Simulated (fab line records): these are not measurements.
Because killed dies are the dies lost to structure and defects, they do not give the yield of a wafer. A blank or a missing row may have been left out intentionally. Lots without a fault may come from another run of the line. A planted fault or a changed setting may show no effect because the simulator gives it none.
fab line records + flow n5-finfet + part 2 of 2: steps 20 to 25 of 25
record:
- lots: 5
- wafers: 15
- last-day: 16
route steps=1938 shown BEOL_M9@1420
lots with no fault: from the same line, run without faults
start-h: start of the lot's first displayed wafer, in hours after the record's first day + wait-h: hours from the lot's prior step to this one + " the same as in the row above + L1.1+2: a single row standing in for several wafers + - no value present, or no start provided + * or withheld: withheld + < > ~ a bound
route shown NAME@n: a module of which the file shows steps, and the number in the route of the first + usual: mean and standard deviation over wafers with no fault + same: alike in all rows + chamber/n: place in a boat + sites: each site's reading + _std_site: the standard deviation of these + _edge_site: outer sites' mean less inner sites' + radius-mm: how far each site lies from the wafer's centre + mask NAME#n: copy n + behind: the last tool/chamber to shape the wafer + hold: why the lot was held/for how many hours/how that ended + device: the n, p or np transistor that did not switch + end of line: the route-end tests of the same wafers + a step given without rows: its recipe and nothing more + killed: count of dies lost to structure and defects at first sort (not the wafer's yield) + map: per-die view of a wafer (x killed, . not killed, _ where there is no die)
set.NAME: setting as actually run; set.NAME@STEP: the setting as run at that earlier step + model.NAME: the simulator's own value behind a step, which no gauge read
a table for each step, a row for each wafer; lots at some steps of the route
services: the hour from which a tool's chamber was out of use, counted from the record's first day as start-h (under 0 if before that day), plus the number of hours and why
== steps ==
step: N5_BEOL_M9_ETCH_65
recipe:
- chemistry: CF4
- target: SiARC
- target-depth-a: 156
- mask-material: CAR-EUV
- time-s: 26
- ion-energy-ev: 80
- pressure-mtorr: 40
- source-w: 545
- bias-w: 36
- Ar_flow_sccm: 100
- cf4-flow-sccm: 100
- ends: cleared
usual:
- cf4-flow-sccm: 100.0/0.3
- drypump-motor-current-A: 5.77/0.29
- etch-rf-on-time-s: 26.0/1
- oes-product-au: 0.67/0.065
- rf-fwd-power-W: 531.7/1.9
- rf-vpp-V: 183.6/1.1
- showerhead-plenum-p-Torr: 2.12/0.069
- throttle-valve-pct: 15.71/0.2
| lot.wafer | tool        | chamber | start-h | wait-h | cf4-flow-sccm | drypump-motor-current-A | etch-rf-on-time-s | oes-product-au | rf-fwd-power-W | rf-hours-counter-h | rf-vpp-V | showerhead-plenum-p-Torr | throttle-valve-pct |
|-----------|-------------|---------|---------|--------|---------------|-------------------------|-------------------|----------------|----------------|--------------------|----------|--------------------------|--------------------|
| L076.3    | rie-diel-05 | 2       | 232.67  | 0.0    | 100.0         | 5.31                    | 27.8              | 0.59           | 533.8          | 209                | 185.0    | 2.14                     | 15.87              |
| L076.4    | "           | 0       | "       | "      | 100.5         | 5.50                    | 25.3              | 0.80           | 526.8          | 32                 | 184.1    | 2.18                     | 15.83              |
| L076.5    | "           | 0       | "       | "      | 100.0         | 5.48                    | 25.2              | 0.79           | 529.7          | -                  | 184.6    | 2.18                     | 15.84              |
| L077.1    | rie-diel-06 | 0       | 239.10  | 0.0    | 100.2         | 5.56                    | 26.6              | 0.72           | 532.4          | 54                 | 182.9    | 2.08                     | 15.31              |
| L077.2    | "           | 1       | "       | "      | 99.7          | 5.64                    | 25.8              | 0.64           | 530.7          | 184                | 183.8    | 2.05                     | 15.67              |
| L077.6    | "           | 0       | "       | "      | 100.3         | 5.55                    | 26.5              | 0.73           | 530.2          | -                  | 181.8    | 2.08                     | 15.32              |
| L081.2    | rie-diel-05 | 1       | 261.20  | 0.0    | 100.3         | 5.77                    | 25.6              | 0.63           | 530.7          | 184                | 184.3    | 2.22                     | 15.65              |
| L081.3    | "           | 0       | "       | "      | 99.8          | 5.47                    | 25.3              | 0.78           | 533.2          | 38                 | 184.2    | 2.18                     | 15.85              |
| L081.5    | "           | 0       | "       | "      | 100.1         | 5.48                    | 25.4              | 0.78           | 534.3          | -                  | 184.8    | 2.18                     | 15.85              |
| L082.1    | rie-diel-03 | 3       | 278.50  | 0.0    | 99.7          | 5.68                    | 26.5              | 0.62           | 530.2          | 199                | 183.4    | 2.05                     | 15.96              |
| L082.3    | "           | 2       | "       | "      | 100.4         | 6.00                    | 25.2              | 0.58           | 529.5          | 233                | 181.4    | 2.04                     | 15.70              |
| L082.6    | "           | 2       | "       | "      | 100.2         | 6.03                    | 24.9              | 0.59           | 530.5          | -                  | 182.7    | 2.04                     | 15.72              |
| L087.1    | rie-diel-06 | 3       | 303.01  | 0.0    | 100.3         | 5.87                    | 24.8              | 0.65           | 532.9          | 171                | 183.5    | 2.04                     | 15.61              |
| L087.2    | "           | 1       | "       | "      | 100.1         | 5.65                    | 25.8              | 0.63           | 530.3          | 207                | 183.6    | 2.04                     | 15.71              |
| L087.5    | "           | 0       | "       | "      | 100.1         | 5.56                    | 26.6              | 0.70           | 534.0          | -                  | 183.9    | 2.08                     | 15.34              |
step: N5_BEOL_M9_ETCH_66
recipe:
- chemistry: N2/H2
- target: SOC
- target-depth-a: 800
- overetch-a: 160
- mask-material: SiARC
- temp-c: 40
- time-s: 120
- ion-energy-ev: 200
- pressure-mtorr: 30
- source-w: 840
- bias-w: 150
- n2-flow-sccm: 200
- h2-flow-sccm: 200
usual:
- drypump-motor-current-A: 5.78/0.29
- oes-product-au: 0.60/0.055
- rf-fwd-power-W: 835.6/2.3
- rf-vpp-V: 523.1/2.4
- showerhead-plenum-p-Torr: 2.52/0.09
- throttle-valve-pct: 17.91/0.21
| lot.wafer | tool        | chamber | start-h | wait-h | drypump-motor-current-A | oes-product-au | rf-fwd-power-W | rf-hours-counter-h | rf-vpp-V | showerhead-plenum-p-Torr | throttle-valve-pct |
|-----------|-------------|---------|---------|--------|-------------------------|----------------|----------------|--------------------|----------|--------------------------|--------------------|
| L076.3    | rie-diel-05 | 2       | 232.69  | 0.0    | 5.34                    | 0.55           | 837.7          | 209                | 523.0    | 2.48                     | 17.66              |
| L076.4    | "           | 0       | "       | "      | 5.51                    | 0.70           | 836.7          | 32                 | 525.1    | 2.61                     | 18.12              |
| L076.5    | "           | 0       | "       | "      | 5.52                    | 0.69           | 834.9          | -                  | 525.7    | 2.61                     | 18.12              |
| L077.1    | rie-diel-06 | 0       | 239.13  | 0.0    | 5.56                    | 0.66           | 838.7          | 54                 | 522.0    | 2.47                     | 17.66              |
| L077.2    | "           | 1       | "       | "      | 5.67                    | 0.57           | 835.6          | 184                | 521.2    | 2.44                     | 17.97              |
| L077.6    | "           | 0       | "       | "      | 5.57                    | 0.66           | 833.5          | -                  | 522.7    | 2.47                     | 17.66              |
| L081.2    | rie-diel-05 | 1       | 261.23  | 0.0    | 5.75                    | 0.55           | 835.7          | 184                | 526.5    | 2.64                     | 17.79              |
| L081.3    | "           | 0       | "       | "      | 5.50                    | 0.69           | 832.9          | 38                 | 525.0    | 2.61                     | 18.13              |
| L081.5    | "           | 0       | "       | "      | 5.53                    | 0.68           | 831.3          | -                  | 524.8    | 2.61                     | 18.13              |
| L082.1    | rie-diel-03 | 3       | 278.53  | 0.0    | 5.71                    | 0.57           | 834.1          | 199                | 520.7    | 2.43                     | 18.15              |
| L082.3    | "           | 2       | "       | "      | 6.05                    | 0.52           | 834.3          | 233                | 521.1    | 2.41                     | 17.79              |
| L082.6    | "           | 2       | "       | "      | 6.03                    | 0.51           | 832.3          | -                  | 520.7    | 2.41                     | 17.80              |
| L087.1    | rie-diel-06 | 3       | 303.04  | 0.0    | 5.86                    | 0.56           | 836.4          | 171                | 522.6    | 2.41                     | 17.69              |
| L087.2    | "           | 1       | "       | "      | 5.65                    | 0.55           | 834.9          | 207                | 519.1    | 2.43                     | 18.02              |
| L087.5    | "           | 0       | "       | "      | 5.56                    | 0.63           | 833.8          | -                  | 522.4    | 2.46                     | 17.71              |
step: N5_BEOL_M9_STRIP_69
recipe:
- chemistry: N2/H2
- temp-c: 40
- n2-flow-sccm: 200
- h2-flow-sccm: 200
- rf-frequency-hz: 6e+07
| lot.wafer  | tool        | chamber | start-h | wait-h |
|------------|-------------|---------|---------|--------|
| L076.3+4+5 | rie-diel-05 | 2,0,0   | 232.77  | 0.0    |
| L077.1+2+6 | rie-diel-06 | 0,1,0   | 239.21  | 0.0    |
| L081.2+3+5 | rie-diel-05 | 1,0,0   | 261.31  | 0.0    |
| L082.1+3+6 | rie-diel-03 | 3,2,2   | 278.61  | 0.0    |
| L087.1+2+5 | rie-diel-06 | 3,1,0   | 303.12  | 0.0    |
step: N5_BEOL_M9_STRIP_77
recipe:
- chemistry: N2/H2
- temp-c: 40
- n2-flow-sccm: 200
- h2-flow-sccm: 200
- rf-frequency-hz: 6e+07
| lot.wafer  | tool        | chamber | start-h | wait-h |
|------------|-------------|---------|---------|--------|
| L076.3+4+5 | rie-diel-05 | 2,0,0   | 232.78  | 0.0    |
| L077.1+2+6 | rie-diel-06 | 0,1,0   | 239.22  | 0.0    |
| L081.2+3+5 | rie-diel-05 | 1,0,0   | 261.32  | 0.0    |
| L082.1+3+6 | rie-diel-03 | 3,2,2   | 278.62  | 0.0    |
| L087.1+2+5 | rie-diel-06 | 3,1,0   | 303.13  | 0.0    |
step: N5_BEOL_M9_VIA_ETCH_34
recipe:
- chemistry: C4F6/O2
- target: SiCOH_lowk
- target-depth-a: 1824
- mask-material: SOC
- taper-deg: 4
- time-s: 68.4
- ion-energy-ev: 250
- pressure-mtorr: 30
- source-w: 345
- bias-w: 185
- Ar_flow_sccm: 300
- C4F6_flow_sccm: 10
- O2_flow_sccm: 10
usual:
- C4F6_flow_sccm: 10.00/0.031
- drypump-motor-current-A: 5.78/0.29
- oes_o_777_au: 0.77/0.084
- oes-product-au: 0.78/0.077
- rf-fwd-power-W: 342.1/1.1
- rf-vpp-V: 667/14
- showerhead-plenum-p-Torr: 2.81/0.095
- throttle-valve-pct: 20.96/0.25
| lot.wafer | tool        | chamber | start-h | wait-h | C4F6_flow_sccm | drypump-motor-current-A | oes_o_777_au | oes-product-au | rf-fwd-power-W | rf-hours-counter-h | rf-vpp-V | showerhead-plenum-p-Torr | throttle-valve-pct |
|-----------|-------------|---------|---------|--------|----------------|-------------------------|--------------|----------------|----------------|--------------------|----------|--------------------------|--------------------|
| L076.3    | rie-diel-05 | 2       | 232.79  | 0.0    | 10.03          | 5.33                    | 0.62         | 0.70           | 341.7          | 210                | 660      | 2.86                     | 21.23              |
| L076.4    | "           | 0       | "       | "      | 9.97           | 5.49                    | 0.87         | 0.92           | 342.7          | 32                 | 665      | 2.90                     | 21.18              |
| L076.5    | "           | 0       | "       | "      | 9.96           | 5.47                    | 0.86         | 0.94           | 341.8          | -                  | 664      | 2.90                     | 21.19              |
| L077.1    | rie-diel-06 | 0       | 239.23  | 0.0    | 10.06          | 5.56                    | 0.87         | 0.85           | 342.3          | 54                 | 671      | 2.75                     | 20.55              |
| L077.2    | "           | 1       | "       | "      | 9.98           | 5.64                    | 0.78         | 0.74           | 341.5          | 185                | 643      | 2.68                     | 20.64              |
| L077.6    | "           | 0       | "       | "      | 10.07          | 5.56                    | 0.87         | 0.85           | 342.2          | -                  | 671      | 2.75                     | 20.56              |
| L081.2    | rie-diel-05 | 1       | 261.33  | 0.0    | 10.02          | 5.75                    | 0.76         | 0.73           | 342.1          | 184                | 684      | 2.91                     | 20.72              |
| L081.3    | "           | 0       | "       | "      | 10.00          | 5.50                    | 0.85         | 0.91           | 341.2          | 38                 | 665      | 2.89                     | 21.18              |
| L081.5    | "           | 0       | "       | "      | 10.03          | 5.50                    | 0.85         | 0.91           | 343.2          | -                  | 664      | 2.89                     | 21.19              |
| L082.1    | rie-diel-03 | 3       | 278.63  | 0.0    | 10.02          | 5.71                    | 0.72         | 0.74           | 343.0          | 199                | 673      | 2.71                     | 21.12              |
| L082.3    | "           | 2       | "       | "      | 10.05          | 6.05                    | 0.68         | 0.67           | 342.5          | 233                | 638      | 2.74                     | 21.13              |
| L082.6    | "           | 2       | "       | "      | 10.03          | 6.04                    | 0.68         | 0.68           | 342.1          | -                  | 639      | 2.74                     | 21.12              |
| L087.1    | rie-diel-06 | 3       | 303.14  | 0.0    | 10.02          | 5.87                    | 0.75         | 0.75           | 341.9          | 171                | 667      | 2.70                     | 20.73              |
| L087.2    | "           | 1       | "       | "      | 10.02          | 5.65                    | 0.77         | 0.73           | 341.6          | 207                | 644      | 2.67                     | 20.69              |
| L087.5    | "           | 0       | "       | "      | 9.99           | 5.58                    | 0.85         | 0.82           | 342.0          | -                  | 670      | 2.74                     | 20.58              |
step: N5_BEOL_M9_STRIP_73
recipe:
- chemistry: C4F6/O2
- resist: SiARC
- rf-frequency-hz: 6e+07
| lot.wafer  | tool        | chamber | start-h | wait-h |
|------------|-------------|---------|---------|--------|
| L076.3+4+5 | rie-diel-05 | 2,0,0   | 232.85  | 0.0    |
| L077.1+2+6 | rie-diel-06 | 0,1,0   | 239.28  | 0.0    |
| L081.2+3+5 | rie-diel-05 | 1,0,0   | 261.38  | 0.0    |
| L082.1+3+6 | rie-diel-03 | 3,2,2   | 278.68  | 0.0    |
| L087.1+2+5 | rie-diel-06 | 3,1,0   | 303.19  | 0.0    |
== services ==
| tool           | chamber | start-h | hours | kind                      |
|----------------|---------|---------|-------|---------------------------|
| litho-track-05 | -       | 211.65  | -     | consumable-replace:filter |
| euv-scanner-01 | 0       | 212.03  | -     | calibration               |
| rie-diel-06    | -       | 216.83  | 4.3   | pm                        |
| euv-scanner-01 | -       | 220.58  | 0.3   | repair                    |
| rie-metal-02   | 0       | 226.48  | -     | clean                     |
| rie-metal-02   | 0       | 226.48  | 27.3  | scheduled-down            |
| rie-metal-02   | 0       | 226.48  | 27.3  | vent-cycle                |
| euv-scanner-02 | -       | 226.93  | 1.0   | pm                        |
| euv-scanner-01 | -       | 227.94  | 1.0   | pm                        |
| rie-diel-05    | 3       | 228.51  | 2.4   | repair                    |
| rie-diel-06    | 2       | 235.86  | 5.7   | repair                    |
| litho-track-05 | -       | 236.04  | -     | consumable-replace:filter |
| euv-scanner-02 | -       | 237.99  | 4.6   | pm                        |
| rie-metal-01   | 1       | 240.63  | 35.6  | repair                    |
| litho-track-05 | -       | 243.01  | -     | consumable-replace:filter |
| rie-metal-03   | -       | 246.78  | 0.1   | repair                    |
| euv-scanner-02 | -       | 248.70  | 5.8   | pm                        |
| rie-diel-05    | -       | 249.68  | 4.3   | pm                        |
| euv-scanner-01 | -       | 254.48  | 12.0  | pm                        |
| rie-metal-01   | 0       | 262.04  | 7.6   | repair                    |
| euv-scanner-02 | -       | 283.08  | 1.0   | pm                        |
| euv-scanner-01 | -       | 284.09  | 1.0   | pm                        |
| rie-diel-05    | -       | 290.91  | 0.9   | repair                    |
